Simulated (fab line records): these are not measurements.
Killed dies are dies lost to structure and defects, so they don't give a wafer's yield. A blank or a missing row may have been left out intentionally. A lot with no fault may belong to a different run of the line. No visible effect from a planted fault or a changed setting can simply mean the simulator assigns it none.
Problem report, 8D (eight disciplines) form, completed by code :: flow n5 finfet :: the parts of the form that need people (team, actions taken, sign-off) are left out

1. THE ISSUE
Mean M3_ILD_THK at N5_BEOL_M3_THK_MEAS_01: 71.4 nm over 2 wafers in 2 lots; fault-free wafers: 78.6 nm, standard deviation 1. That puts it -7.2 standard deviations away from the usual mean.
Seen first at day 9 06:08 on film metro-01, wafer L170.6. At this step, 12 wafers from 4 lots have a number in the record. Rule for "out", or "out of limits": more than 4 standard deviations from the usual mean. The other wafers with a number count as sound.

2. WHAT IT IS AND WHAT IT IS NOT
question: which readings at this step
is: M3_ILD_THK
is not: -

question: which lots
is: L170, L171
is not: L162, L181

question: which wafers of those lots
is: L170.6, L171.1
is not: L170.3, L170.4, L171.2, L171.3

question: read on which gauges
is: film metro-01
is not: film metro-02

question: when
is: from day 9 06:08
is not: up to then (5 sound wafers); but 5 sound wafers of L171, L181 came after

3. WHAT RULES OUT EACH SUSPECT
Counting: if a tool at a process step up to the reading ran every lot that is out, it stays a suspect. Sound lots after the first of them don't rule it out here, since some wafers of a struck lot are sound.
- the gauge at N5_BEOL_M3_THK_MEAS_01: kept. All the wafers that are out were read on film metro-01, and no step on other tools shows them out.
- pecvd-04 at N5_BEOL_M3_ILD_DEP_00 (deposits SiOC from DEMS/O2, target thk 79 nm, time 15.3 s): kept. It processed each lot that is out (first: L170, day 9 06:04); up to then, its last sound lot is L162 (day 7 06:12).
- Within pecvd-04 at N5_BEOL_M3_ILD_DEP_00: the wafers that are out ran in chamber 0; their sound lot-mates ran in chambers 1, 2.
The count leaves film metro-01 at N5_BEOL_M3_THK_MEAS_01 and pecvd-04 at N5_BEOL_M3_ILD_DEP_00.

4. THE CAUSE (what the simulator had put in)
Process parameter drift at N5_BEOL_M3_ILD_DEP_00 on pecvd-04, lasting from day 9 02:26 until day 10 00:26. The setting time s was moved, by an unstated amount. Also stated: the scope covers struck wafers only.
Of the 2 suspects that counting leaves, this tool is one.

5. SEQUENCE OF EFFECTS, ordered by route
Rows list readings where the struck wafers' mean (over those with a number) sits beyond 3 standard deviations from the usual. Scope: only readings with a usual standard deviation given in the record; hours: median across lots of the time from each lot's start at the first step in this table that gives one to its start at this step; sigmas: change in usual standard deviations.
hours: 0
step: N5_BEOL_M3_THK_MEAS_01
reading: M3_ILD_THK
usual: 78.6 nm
on struck wafers: 71.4
change: -7.2
sigmas: -7.2

hours: 137
step: N5_PASSIVATION_PROBE_49
reading: sort_bin_8_speed
usual: 0.01 %
on struck wafers: 0.12
change: +0.12
sigmas: +3.0
It contains these process steps:
- N5_PASSIVATION_PROBE_49
Later measuring or inspecting steps at which every struck wafer that the step has a row for has a number for every such reading, and none has moved that far: N5_BEOL_M4_RC_MEAS_101.

6. HOW IT WOULD HAVE BEEN CAUGHT EARLIER
The first out-of-limits reading at a measuring or inspecting step in this record came at day 9 06:08, 4 hours after the fault's start at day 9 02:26.
Tool readings at N5_BEOL_M3_ILD_DEP_00 with a usual standard deviation given in the record: none out on any struck wafer, hence no alarm at a limit of 4 standard deviations on them.
Of the lots that are out (2), L171 began N5_BEOL_M3_ILD_DEP_00 on pecvd-04 after day 9 06:08. A tool hold placed at that time would have kept it from harm.
